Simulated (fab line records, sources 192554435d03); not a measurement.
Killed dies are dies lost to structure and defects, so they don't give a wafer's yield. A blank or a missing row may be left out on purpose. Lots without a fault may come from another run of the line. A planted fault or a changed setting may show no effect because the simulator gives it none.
A struck lot beside a sound one | flow n5_finfet | 15 steps out of a route of 1938
Sound: wafers L768.1, L768.3, L768.4. Struck: wafers L776.4, L776.5, L776.6. The cause comes at the end.
At each step with rows: each side's tool, then ch and its chambers, then its first start. Under that, the readings that differ: sound wafers | struck wafers | difference of the means | sigmas: that difference in standard deviations of wafers without a fault.
alike: readings whose means differ by less than 2 such deviations, and words and numbers that are the same on both sides. not compared: withheld readings, readings that some wafer has no value for, bounds like >300 that may hide the same value, and numbers for which the record gives no deviation and whose values overlap.
The two part at a step that has a row with sigmas, a row that says differs or no value, or rows on one side only. Numbers that don't overlap but have no deviation are shown without sigmas and don't part them. A reading that every wafer of one side lacks parts them only if that side has two wafers or more.

first, 2 steps without rows for these wafers: N5_BEOL_M15_STRIP_36 (strips in O2); N5_BEOL_M15_STRIP_62 (strips in O2).
N5_BEOL_M15_STRIP_37: strips in O2.
  sound on rie_diel-04 ch 0,1,2; struck on rie_diel-04 ch 0,1,2
  reading                | sound     | struck | difference                    | sigmas
  rf_hours_counter_h (h) | 39 69 160 | - - -  | no value on the struck wafers |
  alike: drypump_motor_current_A, oes_product_au, rf_vpp_V, showerhead_plenum_p_Torr, throttle_valve_pct
N5_BEOL_M15_ETCH_38: etches SiCN in CF4/N2, target depth 106.4 nm, time 120.5 s.
  sound on rie_diel-04 ch 0,1,2; struck on rie_diel-04 ch 0,1,2
  reading                | sound     | struck | difference                    | sigmas
  rf_hours_counter_h (h) | 39 69 160 | - - -  | no value on the struck wafers |
  alike: drypump_motor_current_A, oes_product_au, rf_vpp_V, showerhead_plenum_p_Torr, throttle_valve_pct
then, 2 steps without rows for these wafers: N5_BEOL_M15_PRECLEAN_39 (cleans in residue remover, time 60 s); N5_BEOL_M15_SRD_40 (time 30 s, dry time 30 s).
N5_BEOL_M15_DEGAS_41: time 60 s.
  sound on pvd_sputter-02, day 13 04:47; struck on pvd_sputter-02, day 15 08:22
  alike: heater_power_w
then, 2 steps without rows for these wafers: N5_BEOL_M15_PRE_CLEAN_42 (time 30 s); N5_BEOL_M15_SPUTTER_43 (material TaN, target thk 15 nm, time 24.19 s).
N5_BEOL_M15_SPUTTER_44: material Ta, target thk 15 nm, time 24.19 s.
  sound on pvd_sputter-02, day 13 04:57; struck on pvd_sputter-02, day 15 08:31
  alike: throttle_valve_pct
N5_BEOL_M15_SPUTTER_45: material Cu, target thk 100 nm, time 16.67 s.
  sound on pvd_sputter-02, day 13 05:02; struck on pvd_sputter-02, day 15 08:36
  alike: throttle_valve_pct
then, 1 step without rows for these wafers: N5_BEOL_M15_ECD_47 (material Cu, target thk 1860 nm).
N5_BEOL_M15_ANNEAL_48: time 90 s.
  sound on rtp_anneal-01 ch 0, day 13 05:23; struck on rtp_anneal-02 ch 0, day 15 09:07
  reading          | sound             | struck            | difference | sigmas
  wafer_temp_C_max | 225.4 225.7 225.5 | 228.8 228.6 228.7 | +3.2       | +7
then, 1 step without rows for these wafers: N5_BEOL_M15_CMP_49 (polishes, stops on SiO2, t overpolish 4.9 s, target thk 850 nm).
N5_PASSIVATION_PROBE_49:
  the record has rows for the sound wafers here (prober-01, day 13 20:16) and none for the struck ones

WHERE THEY PART
First at N5_BEOL_M15_STRIP_37; last, within this record, at N5_PASSIVATION_PROBE_49.

WHY: what the simulator had put in
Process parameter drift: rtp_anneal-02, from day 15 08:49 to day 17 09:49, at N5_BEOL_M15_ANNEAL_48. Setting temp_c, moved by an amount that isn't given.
